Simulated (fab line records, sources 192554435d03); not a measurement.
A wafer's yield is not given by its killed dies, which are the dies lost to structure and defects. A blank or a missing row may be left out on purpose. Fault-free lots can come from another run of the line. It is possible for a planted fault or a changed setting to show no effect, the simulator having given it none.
Comparing a struck lot with a sound one :: flow n5_finfet :: 42 out of 1938 route steps
Sound: the wafers L251.2, L251.5, L251.6. Struck: wafers L250.2, L250.6 (left out: L250.1, a lot-mate that was not struck); the cause follows at the end.
At each step with rows: each side's tool, then ch and its chambers, then its first start. Under that, the readings that differ: sound wafers :: struck wafers :: difference of the means :: sigmas: that difference in standard deviations of wafers without a fault.
alike: a reading whose means differ by less than 2 such deviations, as well as words and numbers matching on both sides. not compared: withheld readings; readings where some wafer has no value; bounds like >300 that might hide an equal value; numbers whose values overlap and for which the record gives no deviation.
Wherever a step has rows on one side only, a row that says differs or no value, or a row with sigmas, the two part there. Numbers that don't overlap but have no deviation are shown without sigmas and don't part them. A reading missing from all wafers of one side parts the sides only when that side holds two or more wafers.

first, 12 steps without rows for these wafers: N5_SD_EPI_N_STRIP_36 (strips in N2/H2); N5_SD_EPI_N_ETCHBACK_44 (etches SiNx in CH3F/O2, stops on SiO2, target depth 14.5 nm); N5_SD_EPI_N_ETCH_45 (etches SiOCN in CH3F/O2, target depth 6 nm); N5_SD_EPI_N_ETCH_16 (etches SiO2 in CHF3/O2, target depth 5 nm); N5_SD_EPI_N_STRIP_47 (strips in CHF3/O2); N5_SD_EPI_N_SD_RECESS_17 (chemistry HBr/Cl2/O2, target depth 41 nm, time 23.7 s, bt time 3 s); N5_SD_EPI_N_STRIP_38 (strips in N2/H2); N5_SD_EPI_N_WET_ETCH_43 (etches SiO2 in dHF, time 14 s, target depth 1.5 nm); N5_SD_EPI_N_STRIP_18 (strips in SPM, time 750 s); N5_SD_EPI_N_SRD_20 (time 30 s); N5_SD_EPI_N_PRECLEAN_48 (cleans in NF3:NH3, afs cycles 2, time 20 s, sublimation time 60 s); N5_SD_EPI_N_VAPOR_ETCH_50 (etches Si in HCl, time 54 s).
N5_SD_EPI_N_EPI_21: deposits Si:P, time 690 s.
  sound on epi_rpcvd-04 ch 0, day 6 21:14; struck on epi_rpcvd-03 ch 0, day 6 15:02
reading: epi_growth_time_s (s)
sound: 690 690 690
struck: 586.51 586.51
difference: -103.49
sigmas: 

reading: model.Si-P_of_SD_EPI_N_EPI_21.thk_nm (nm)
sound: 57.6 58 57.6
struck: 52 52.6
difference: -5
sigmas: 
N5_SD_EPI_N_EPI_MEAS_23:
  sound: film_metro-01 at day 6 23:09; struck: film_metro-01 at day 6 17:19
reading: thk_nm (nm)
sound: 58.3 56.2 57.2
struck: 51.1 51.2
difference: -6.1
sigmas: -5
then, 24 steps without rows for these wafers: N5_SD_EPI_N_PRECLEAN_24 (cleans in O3/DIW, time 60 s); N5_SD_EPI_N_SRD_25 (time 30 s); N5_SD_EPI_N_PRECLEAN_49 (cleans in NF3:NH3, afs cycles 1, time 20 s, sublimation time 60 s); N5_SD_EPI_N_LINER_46 (material SiNx, target thk 3 nm); N5_SD_EPI_P_COAT_34 (time 60 s, resist thk 350 nm); N5_SD_EPI_P_COAT_35 (time 60 s, resist thk 35 nm); N5_SD_EPI_P_COAT_03 (resist thk 150 nm); N5_SD_EPI_P_EBR_05; N5_SD_EPI_P_SOFTBAKE_04 (time 60 s); N5_SD_EPI_P_EXPOSE_06 (exposes mask SD P BLK, target cd 240 nm); N5_SD_EPI_P_PEB_07 (peb time 60 s); N5_SD_EPI_P_DEVELOP_08 (develop time 30 s); N5_SD_EPI_P_DESCUM_14 (chemistry O2, time 7.9 s); N5_SD_EPI_P_ETCH_36 (etches SiARC in CF4, target depth 45.5 nm, time 75.8 s); N5_SD_EPI_P_ETCH_37 (etches SOC in N2/H2, overetch 108 nm, time 486 s); N5_SD_EPI_P_STRIP_38 (strips in N2/H2); N5_SD_EPI_P_ETCHBACK_46 (etches SiNx in CH3F/O2, stops on SiO2, target depth 17.5 nm); N5_SD_EPI_P_ETCH_47 (etches SiOCN in CH3F/O2, target depth 25 nm); N5_SD_EPI_P_ETCH_16 (etches SiO2 in CHF3/O2, target depth 5 nm); N5_SD_EPI_P_STRIP_50 (strips in CHF3/O2); N5_SD_EPI_P_SD_RECESS_17 (chemistry HBr/Cl2/O2, target depth 39.1 nm, bt time 3 s); N5_SD_EPI_P_WET_ETCH_45 (etches SiO2 in dHF, time 10.7 s, target depth 2 nm, rinse time 30 s); N5_SD_EPI_P_STRIP_40 (strips in N2/H2); N5_SD_EPI_P_PRECLEAN_52 (cleans in O3/DIW, time 60 s).
N5_SD_EPI_P_PRECLEAN_24: cleans in O3/DIW, time 45 s.
  sound on wet_bench-02 ch 2,5,6, day 7 06:10; struck on wet_bench-05 ch 2,3, day 7 00:37
reading: model.Si-P_of_SD_EPI_N_EPI_21.thk_nm (nm)
sound: 56.8 57.2 56.8
struck: 51.2 51.8
difference: -5.4
sigmas: 
N5_SD_ACTIVATION_RS_MEAS_03: a four-point-probe measurement.
  sound: film_metro-01 at day 7 06:45; struck: film_metro-01 at day 7 01:08
reading: RS_SD_N (ohm/sq)
sound: 22.6 22.5 22.6
struck: 24.9 24.7
difference: +2.2
sigmas: +7
  alike: RS_SD_P
-- a jump in the record: the struck wafers' starts before and after are 5 days apart (it breaks off in module SD_ACTIVATION and resumes in module BEOL_M4, where the first step shown is number 1111 of the route) --
N5_BEOL_M4_RC_MEAS_101:
  sound on prober-02 ch 0, day 11 20:04; struck on prober-01 ch 0, day 11 13:44
reading: RS_SD_N (ohm/sq)
sound: 29.1 29.0 29.3
struck: 32.3 32.1
difference: +3.1
sigmas: +9
  alike: DIBL_N, DIBL_P, IOFF_N, IOFF_P, ION_N, ION_P, REXT_N, SS_N, SS_P, VT_N, VT_P
-- a jump in the record: the struck wafers' starts before and after are 5 days apart (it breaks off in module BEOL_M4 and resumes in module PASSIVATION, where the first step shown is number 1936 of the route) --
N5_PASSIVATION_PROBE_49:
  record: rows for the struck wafers here (prober-01, day 16 02:47), none for the sound ones

WHERE THEY PART
Earliest at N5_SD_EPI_N_EPI_MEAS_23; latest, in this record, at N5_PASSIVATION_PROBE_49.

WHY: the cause the simulator had injected
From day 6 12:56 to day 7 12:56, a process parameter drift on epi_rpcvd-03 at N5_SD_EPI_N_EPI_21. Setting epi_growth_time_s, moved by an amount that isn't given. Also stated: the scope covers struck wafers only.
